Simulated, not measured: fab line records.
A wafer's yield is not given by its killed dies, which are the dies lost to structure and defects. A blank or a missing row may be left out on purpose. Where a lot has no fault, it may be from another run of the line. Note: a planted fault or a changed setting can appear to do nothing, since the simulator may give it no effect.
Which tool is to blame? | flow nandHarc | 12 lots, 36 wafers sampled, at 2 steps of a route of 1302

## WHAT THE GAUGES SHOWED, per wafer
NHARC_P_M0_INSPECT_27.
lot  | measured     | on               | rawDefectCount
L075 | day 6 16:12  | defectInspect-01 | 274 596 531
L077 | day 7 14:46  | defectInspect-02 | 309 376 385
L079 | day 8 10:49  | defectInspect-01 | 280 134 186
L081 | day 9 03:35  | defectInspect-01 | 268 279 340
L083 | day 9 20:07  | defectInspect-01 | 403 271 433
L085 | day 10 21:06 | defectInspect-02 | 201 283 313
L087 | day 11 10:16 | defectInspect-02 | 223 333 186
L088 | day 12 07:56 | defectInspect-01 | 567 523 558
L092 | day 13 14:18 | defectInspect-01 | 209 242 315
L093 | day 14 03:43 | defectInspect-02 | 281 375 273
L095 | day 14 17:06 | defectInspect-01 | 262 241 337
L097 | day 15 15:35 | defectInspect-01 | 210 251 334

## WHAT TOOL EACH LOT RAN ON (gives the tool, then ch and the chambers of the sampled wafers, and finally the start)
lot  | NHARC_P_M0_ETCH_15
L075 | rieDiel-03 ch 1,2,3, day 6 16:12 or earlier
L077 | rieDiel-13 ch 1,2,3, day 7 14:46 or earlier
L079 | rieDiel-13 ch 2,3, day 8 10:49 or earlier
L081 | rieDiel-01 ch 0,3, day 9 03:35 or earlier
L083 | rieDiel-03 ch 0,2, day 9 20:07 or earlier
L085 | rieDiel-03 ch 0,1, day 10 21:06 or earlier
L087 | rieDiel-01 ch 0,1,2, day 11 10:16 or earlier
L088 | rieDiel-13 ch 1,2,3, day 12 07:56 or earlier
L092 | rieDiel-01 ch 2,3, day 13 14:18 or earlier
L093 | rieDiel-01 ch 1,2,3, day 14 03:43 or earlier
L095 | rieDiel-01 ch 0,2,3, day 14 17:06 or earlier
L097 | rieDiel-01 ch 1,2,3, day 15 15:35 or earlier
- NHARC_P_M0_ETCH_15: etches the open film in C4F8/Ar, target depth 150 nm, overetch 15 nm, time 82.5 s.

## THE ANSWER, worked out from the rows above alone
Rule: usual is defined by the lots themselves. The widest of any qualifying gaps counts: lots, ordered by their means at a reading, are off when they make up no more than a third of the lots, leave a main group of 4 or more, and stand apart from it by 3 or more times the standard deviation of that group's means. A main group whose means are all the same, to the digits that the tables above print for the reading, isn't used. A lot without any number at a reading at which 4 lots or more have one is off too. Any other lot the step has rows for is counted as sound.
Nothing can be told from this: no lot is off at any reading shown.

## WHAT THE SIMULATOR HAD PUT IN
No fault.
